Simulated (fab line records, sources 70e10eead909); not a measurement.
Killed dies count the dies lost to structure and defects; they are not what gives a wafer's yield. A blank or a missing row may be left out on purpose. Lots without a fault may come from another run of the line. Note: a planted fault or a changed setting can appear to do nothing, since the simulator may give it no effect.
Chamber matching | flow nand_harc | NHARC_A_CONTACT_DEP_58 on pecvd-02 has 3 sister chambers
The step deposits SiON, target thk 90 nm. 3 wafers are shown with their chamber, then 7 later ones without.

WAFERS WITH THEIR CHAMBER
wafer  | chamber | heater_power_w (W)
L086.4 | 1       | 683
L086.5 | 0       | 870
L092.4 | 2       | 605

WAFERS WHOSE CHAMBER IS MISSING
wafer  | heater_power_w (W)
L092.6 | 871
L093.3 | 705
L093.4 | 612
L093.5 | 712
L096.2 | 689
L096.3 | 810
L096.5 | 657

WHICH CHAMBER EACH ONE RAN IN
wafer  | from the rows above     | in truth
L092.6 | 0                       | 0
L093.3 | 1                       | 1
L093.4 | 2                       | 2
L093.5 | 1                       | 1
L096.2 | 1                       | 1
L096.3 | 0                       | 0
L096.5 | can't be placed: 1 or 2 | 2
Placed correctly: 6 of 7. From these rows, 1 cannot be placed; in 1 the true chamber is one of the candidates. Number placed wrongly: 0.
How it was worked out, from the rows above alone: a wafer's distance from a chamber is the root of the sum, over the readings, of the square of ((its reading less the chamber's mean) divided by the reading's scatter). If the next closest chamber is less than 2 further off than the closest, the wafer can't be placed; otherwise it belongs to the closest. A chamber's mean is the mean of its shown wafers. The scatter (one wafer shown for each chamber): square how far every hidden wafer sits from the nearest shown wafer, average those squares and take the square root.
